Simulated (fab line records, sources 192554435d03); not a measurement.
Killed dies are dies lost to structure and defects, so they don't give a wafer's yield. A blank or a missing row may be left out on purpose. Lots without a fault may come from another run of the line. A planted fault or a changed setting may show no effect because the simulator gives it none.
Tool commonality check | flow n5_finfet | 8 lots, 24 wafers sampled

WHY IT WAS OPENED
At N5_BEOL_M15_RS_MEAS_54 the reading M15_RS is flagged on 2 of 8 lots. Wafers without a fault read 0.0216 ohm/sq, standard deviation 0.0005.
Rule: a lot is flagged when every wafer of it that has a number lies more than 4 standard deviations from that mean, or none has a number. The other lots count as sound.

lot  | measured     | on            | M15_RS (ohm/sq), wafer by wafer | flag
L808 | day 11 08:00 | film_metro-02 | 0.0216 0.0216 0.0213            |
L815 | day 13 00:14 | film_metro-01 | 0.0214 0.0215 0.0210            |
L814 | day 13 11:13 | film_metro-01 | 0.0222 0.0222 0.0221            |
L819 | day 15 02:45 | film_metro-01 | 32.789 30.933 32.509            | FLAGGED
L823 | day 15 13:31 | film_metro-02 | 33.126 32.832 31.821            | FLAGGED
L829 | day 17 07:10 | film_metro-02 | 0.0216 0.0220 0.0216            |
L830 | day 17 18:25 | film_metro-02 | 0.0215 0.0206 0.0207            |
L831 | day 17 19:34 | film_metro-01 | 0.0218 0.0217 0.0220            |
The numbers of the flagged lots are 32.3350 ohm/sq on average: +32.3134 ohm/sq against the usual, or +99 or more standard deviations.

WHICH TOOL RAN EACH LOT
The record holds 3 process steps before the reading, out of a route of 1938 steps. In each cell: the tool, then ch and the chambers that the sampled wafers went through, then the start.
lot  | flag    | N5_BEOL_M15_STRIP_64                          | N5_BEOL_M15_TRENCH_ETCH_34         | N5_BEOL_M15_SPUTTER_45
L808 |         | rie_diel-06 ch 0,2,3, day 11 01:13 or earlier | rie_diel-06 ch 0,1, day 11 02:16   | pvd_sputter-03, day 11 06:55
L815 |         | rie_diel-01 ch 2,3, day 12 17:26 or earlier   | rie_diel-06 ch 0,2,3, day 12 18:29 | pvd_sputter-03, day 12 22:23
L814 |         | rie_diel-01 ch 2,3, day 13 08:07 or earlier   | rie_diel-03 ch 0,1,2, day 13 09:18 | pvd_sputter-02, day 13 10:07
L819 | FLAGGED | rie_diel-01 ch 1,2,3, day 14 21:14 or earlier | rie_diel-06 ch 0,3, day 14 22:24   | pvd_sputter-03, day 15 01:42
L823 | FLAGGED | rie_diel-03 ch 1,2,3, day 15 06:30 or earlier | rie_diel-06 ch 0,1,2, day 15 07:41 | pvd_sputter-03, day 15 12:26
L829 |         | rie_diel-03 ch 2,3, day 17 02:16 or earlier   | rie_diel-01 ch 0,3, day 17 03:27   | pvd_sputter-02, day 17 06:04
L830 |         | rie_diel-06 ch 1,2, day 17 06:43 or earlier   | rie_diel-03 ch 1,3, day 17 08:01   | pvd_sputter-01, day 17 16:56
L831 |         | rie_diel-03 ch 0,1,2, day 17 14:38 or earlier | rie_diel-01 ch 0,1,3, day 17 15:55 | pvd_sputter-02, day 17 18:00
What these steps do:
- N5_BEOL_M15_STRIP_64: strips in O2.
- N5_BEOL_M15_TRENCH_ETCH_34: etches SiO2 in C4F8/O2/Ar, target depth 872.93 nm, time 199 s.
- N5_BEOL_M15_SPUTTER_45: material Cu, target thk 100 nm, time 16.67 s.
- N5_BEOL_M15_RS_MEAS_54: measures by four-point-probe.

FLAGGED OVER TOTAL, TOOL BY TOOL (the gauges that took the reading come last)
step                       | tool           | lots run | flagged | share of the flagged lots | sound lots run after its first flagged lot
N5_BEOL_M15_STRIP_64       | rie_diel-01    | 3        | 1       | some                      | 0
N5_BEOL_M15_STRIP_64       | rie_diel-03    | 3        | 1       | some                      | 2 (L829,L831)
N5_BEOL_M15_STRIP_64       | rie_diel-06    | 2        | 0       | none                      | -
N5_BEOL_M15_TRENCH_ETCH_34 | rie_diel-01    | 2        | 0       | none                      | -
N5_BEOL_M15_TRENCH_ETCH_34 | rie_diel-03    | 2        | 0       | none                      | -
N5_BEOL_M15_TRENCH_ETCH_34 | rie_diel-06    | 4        | 2       | all                       | 0
N5_BEOL_M15_SPUTTER_45     | pvd_sputter-01 | 1        | 0       | none                      | -
N5_BEOL_M15_SPUTTER_45     | pvd_sputter-02 | 3        | 0       | none                      | -
N5_BEOL_M15_SPUTTER_45     | pvd_sputter-03 | 4        | 2       | all                       | 0
N5_BEOL_M15_RS_MEAS_54     | film_metro-01  | 4        | 1       | some                      | 1 (L831)
N5_BEOL_M15_RS_MEAS_54     | film_metro-02  | 4        | 1       | some                      | 2 (L829,L830)
N5_BEOL_M15_STRIP_64 gives no start for some lots, so the hours and the order of its lots are those of N5_BEOL_M15_CD_MEAS_17.

WHAT THE TABLE ALLOWS
2 rows of the table ran every flagged lot: rie_diel-06 at N5_BEOL_M15_TRENCH_ETCH_34, pvd_sputter-03 at N5_BEOL_M15_SPUTTER_45.
- rie_diel-06 at N5_BEOL_M15_TRENCH_ETCH_34: 2 of its 4 lots flagged. Its last sound lot is L815 (day 12 18:29), its first flagged lot L819 (day 14 22:24): a fault that began between those two fits.
- pvd_sputter-03 at N5_BEOL_M15_SPUTTER_45: 2 of its 4 lots flagged. Its last sound lot is L815 (day 12 22:23), its first flagged lot L819 (day 15 01:42): a fault that began between those two fits. On the flagged lots its readings are blank where sound lots have values: bias_v, cathode_dc_power_W, substrate_temp_c, throttle_valve_pct.
Counting lots can't tell these 2 tools apart, because each fits a fault that began at some hour. More lots, or a look at what each step does to the wafer, might.

WHAT THE SIMULATOR HAD PUT IN
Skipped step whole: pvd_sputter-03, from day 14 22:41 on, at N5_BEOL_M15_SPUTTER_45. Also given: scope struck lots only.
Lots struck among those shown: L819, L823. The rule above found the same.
